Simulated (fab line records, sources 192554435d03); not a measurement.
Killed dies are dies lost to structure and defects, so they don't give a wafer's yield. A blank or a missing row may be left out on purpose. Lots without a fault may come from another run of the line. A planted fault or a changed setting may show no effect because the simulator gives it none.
Chamber matching | flow n5_finfet | N5_GATE_CUT_PECVD_57 on pecvd-04: 3 sister chambers
The step deposits SiNx from SiH4/NH3/N2, target thk 21 nm. 14 wafers are shown with their chamber, then 6 later ones without.

WAFERS WITH THEIR CHAMBER
wafer  | chamber | throttle_valve_pct (%) | showerhead_plenum_p_Torr (Torr) | heater_power_w (W)
L458.2 | 0       | 41.2                   | 5.14                            | 836
L458.3 | 2       | 34.9                   | 5.17                            | 691
L458.6 | 1       | 39.4                   | 5.26                            | 827
L460.2 | 2       | 34.7                   | 5.19                            | 662
L460.4 | 1       | 39.5                   | 5.25                            | 857
L460.5 | 2       | 34.6                   | 5.16                            | 668
L472.1 | 2       | 35.0                   | 5.15                            | 753
L472.4 | 1       | 39.5                   | 5.26                            | 784
L472.5 | 2       | 34.9                   | 5.17                            | 745
L474.2 | 2       | 35.4                   | 5.17                            | 655
L474.3 | 1       | 39.5                   | 5.25                            | 717
L474.6 | 0       | 41.4                   | 5.14                            | 885
L475.2 | 0       | 41.7                   | 5.15                            | 849
L475.4 | 2       | 35.3                   | 5.16                            | 748

SIGNATURES (means of the wafers above)
reading                  | chamber 0 | chamber 1 | chamber 2 | scatter within a chamber
throttle_valve_pct       | 41.433    | 39.475    | 34.971    | 0.243
showerhead_plenum_p_Torr | 5.1433    | 5.2550    | 5.1671    | 0.01
heater_power_w           | 856.67    | 796.25    | 703.14    | 46.7
Rule: a wafer's distance from a chamber is the root of the sum, over the readings, of the square of ((its reading less the chamber's mean) divided by the reading's scatter). The wafer belongs to the nearest chamber; if the next one is less than 2 further off, it can't be placed. The scatter: the root of (the sum of the squares of (reading less its chamber's mean) over the shown wafers, divided by (wafers less chambers)).

WAFERS WITHOUT THEIR CHAMBER
wafer  | throttle_valve_pct (%) | showerhead_plenum_p_Torr (Torr) | heater_power_w (W)
L475.5 | 41.5                   | 5.15                            | 843
L477.2 | 41.6                   | 5.14                            | 910
L477.3 | 35.0                   | 5.18                            | 764
L477.5 | 35.6                   | 5.18                            | 783
L476.4 | 39.6                   | 5.26                            | 709
L476.6 | 35.1                   | 5.17                            | 694

WHICH CHAMBER EACH WENT THROUGH
wafer  | from the rows above | in truth
L475.5 | 0                   | 0
L477.2 | 0                   | 0
L477.3 | 2                   | 2
L477.5 | 2                   | 2
L476.4 | 1                   | 1
L476.6 | 2                   | 2
Placed correctly: 6 of 6. Can't be placed from these rows: 0. Placed wrongly: 0.
